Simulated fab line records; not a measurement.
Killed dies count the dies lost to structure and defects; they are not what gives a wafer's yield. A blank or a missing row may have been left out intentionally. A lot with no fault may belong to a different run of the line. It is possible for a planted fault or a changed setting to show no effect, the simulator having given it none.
Matching of chambers	flow nand-harc	NHARC_P_CONTACT_CMP_01 on cmp-02 has 4 sister chambers
The step polishes SiO2, target thk 200 nm. 18 wafers are shown with their chamber, then 9 later ones without.

== WAFERS WITH THEIR CHAMBER ==
wafer	chamber	motor-current-A (A)	slurry-filter-dp-kPa (kPa)	retaining-ring-pressure-frac
L075.1	2	10.9	13.49	1.006
L075.5	1	14.2	13.64	0.997
L075.6	0	10.7	13.45	1.003
L078.2	0	11.7	13.40	1.002
L078.4	1	14.4	13.46	1.009
L078.6	1	14.3	13.64	1.004
L079.1	1	14.7	13.44	0.997
L079.2	3	13.1	13.73	1.000
L079.6	3	12.5	13.62	1.004
L081.4	0	11.1	13.51	0.992
L081.5	3	13.3	13.60	1.000
L081.6	2	11.1	13.50	1.003
L083.1	2	11.0	13.66	1.003
L083.2	1	13.7	13.68	0.996
L083.4	3	13.2	13.36	0.996
L087.1	2	10.2	13.61	0.993
L087.3	1	13.4	13.55	1.004
L087.4	3	13.3	13.54	1.008

SIGNATURES (means of the wafers above)
reading	chamber 0	chamber 1	chamber 2	chamber 3	scatter within a chamber
motor-current-A	11.167	14.117	10.800	13.080	0.431
slurry-filter-dp-kPa	13.4533	13.5683	13.5650	13.5700	0.104
retaining-ring-pressure-frac	0.99900	1.00117	1.00125	1.00160	0.0053
Rule: distance of a wafer from a chamber = root of the sum over the readings of ((wafer's reading minus chamber's mean) / reading's scatter) squared. The wafer belongs to the nearest chamber; if the next one is less than 2 further off, it can't be placed. The scatter is the square root of a quotient: the sum, over the shown wafers, of each reading's squared deviation from its chamber's mean, divided by wafers minus chambers.

== WAFERS WITHOUT THEIR CHAMBER ==
wafer	motor-current-A (A)	slurry-filter-dp-kPa (kPa)	retaining-ring-pressure-frac
L089.1	11.1	13.77	0.999
L089.2	13.5	13.46	1.005
L089.3	14.0	13.40	0.989
L093.1	13.2	13.43	1.000
L093.3	14.0	13.56	0.993
L093.5	10.6	13.67	1.004
L096.1	11.5	13.48	1.001
L096.2	14.2	13.66	0.999
L096.4	11.0	13.56	1.002

== EACH ONE'S CHAMBER ==
wafer	from the rows above	in truth
L089.1	can't be placed: 2 or 0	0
L089.2	can't be placed: 3 or 1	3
L089.3	can't be placed: 1 or 3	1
L093.1	can't be placed: 3 or 1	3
L093.3	can't be placed: 1 or 3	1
L093.5	can't be placed: 2 or 0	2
L096.1	can't be placed: 0 or 2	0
L096.2	can't be placed: 1 or 3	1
L096.4	can't be placed: 2 or 0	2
Correct placement for 0 of the 9. These rows do not allow placing 9 (true chamber among the candidates in 9). Placed wrongly: 0.
